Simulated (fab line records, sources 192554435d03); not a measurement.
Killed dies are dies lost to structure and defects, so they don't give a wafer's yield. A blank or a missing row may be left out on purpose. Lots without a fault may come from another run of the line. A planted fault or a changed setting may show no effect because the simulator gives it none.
Chamber matching | flow n5_finfet | N5_BEOL_M4_ETCH_74 on rie_diel-06: 4 sister chambers
The step etches underlayer in N2/H2, target depth 6.5 nm, time 5.2 s. 8 wafers are shown with their chamber, then 8 later ones without.

WAFERS WITH THEIR CHAMBER
wafer  | chamber | drypump_motor_current_A (A) | showerhead_plenum_p_Torr (Torr)
L075.6 | 1       | 6.1                         | 2.49
L076.6 | 3       | 6.0                         | 2.32
L083.1 | 0       | 5.1                         | 2.59
L083.4 | 1       | 6.1                         | 2.49
L086.2 | 2       | 5.1                         | 2.50
L086.3 | 3       | 6.0                         | 2.32
L086.4 | 0       | 5.0                         | 2.58
L090.2 | 2       | 5.1                         | 2.49

WAFERS WITHOUT THEIR CHAMBER
wafer  | drypump_motor_current_A (A) | showerhead_plenum_p_Torr (Torr)
L090.5 | 5.1                         | 2.50
L090.6 | 5.1                         | 2.58
L091.2 | 6.0                         | 2.32
L091.4 | 5.2                         | 2.49
L091.5 | 5.1                         | 2.58
L092.2 | 5.9                         | 2.31
L092.3 | 5.0                         | 2.58
L092.4 | 5.0                         | 2.58

WHICH CHAMBER EACH WENT THROUGH
wafer  | from the rows above | in truth
L090.5 | 2                   | 2
L090.6 | 0                   | 0
L091.2 | 3                   | 3
L091.4 | 2                   | 2
L091.5 | 0                   | 0
L092.2 | 3                   | 3
L092.3 | 0                   | 0
L092.4 | 0                   | 0
Placed correctly: 8 of 8. Can't be placed from these rows: 0. Placed wrongly: 0.
How it was worked out, from the rows above alone: a wafer's distance from a chamber is the root of the sum, over the readings, of the square of ((its reading less the chamber's mean) divided by the reading's scatter). The wafer belongs to the nearest chamber; if the next one is less than 2 further off, it can't be placed. A chamber's mean is the mean of its shown wafers. The scatter: the root of (the sum of the squares of (reading less its chamber's mean) over the shown wafers, divided by (wafers less chambers)).
